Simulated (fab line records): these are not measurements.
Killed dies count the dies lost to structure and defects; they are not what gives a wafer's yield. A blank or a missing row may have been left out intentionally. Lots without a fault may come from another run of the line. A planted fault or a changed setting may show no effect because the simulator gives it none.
Matching of chambers    flow n5Finfet    4 sister chambers for N5_BEOL_M3_DESCUM_33 on rieDiel-04
The step chemistry O2, time 7 s. 8 wafers are shown with their chamber, then 10 later ones without.

== WAFERS, EACH WITH ITS CHAMBER ==
wafer   chamber  showerheadPlenumPTorr (Torr)  throttleValvePct (%)
L082.1  0        1.94                          20.55
L083.4  3        2.06                          20.34
L083.5  2        2.17                          20.47
L088.1  0        1.93                          20.57
L088.3  1        2.08                          20.23
L088.4  3        2.05                          20.36
L090.1  1        2.08                          20.23
L090.2  2        2.17                          20.50

== WAFERS WITH NO CHAMBER GIVEN ==
wafer   showerheadPlenumPTorr (Torr)  throttleValvePct (%)
L090.3  1.93                          20.58
L093.1  2.05                          20.38
L093.4  2.08                          20.25
L093.6  2.08                          20.24
L094.2  2.05                          20.38
L094.3  2.08                          20.27
L094.6  2.08                          20.23
L095.2  2.08                          20.26
L095.4  2.16                          20.52
L095.5  2.08                          20.25

== WHICH CHAMBER EACH ONE RAN IN ==
wafer   from the rows above  in truth
L090.3  0                    0
L093.1  3                    3
L093.4  1                    1
L093.6  1                    1
L094.2  3                    3
L094.3  1                    1
L094.6  1                    1
L095.2  1                    1
L095.4  2                    2
L095.5  1                    1
Correct placement for 10 of the 10. Left unplaced by these rows: 0. Placed wrongly: 0.
How it was worked out, from the rows above alone: a wafer's distance from a chamber is the root of the sum, over the readings, of the square of ((its reading less the chamber's mean) divided by the reading's scatter). If the next closest chamber is less than 2 further off than the closest, the wafer can't be placed; otherwise it belongs to the closest. The mean given for a chamber averages the wafers shown for that chamber. The scatter: the root of (the sum of the squares of (reading less its chamber's mean) over the shown wafers, divided by (wafers less chambers)).
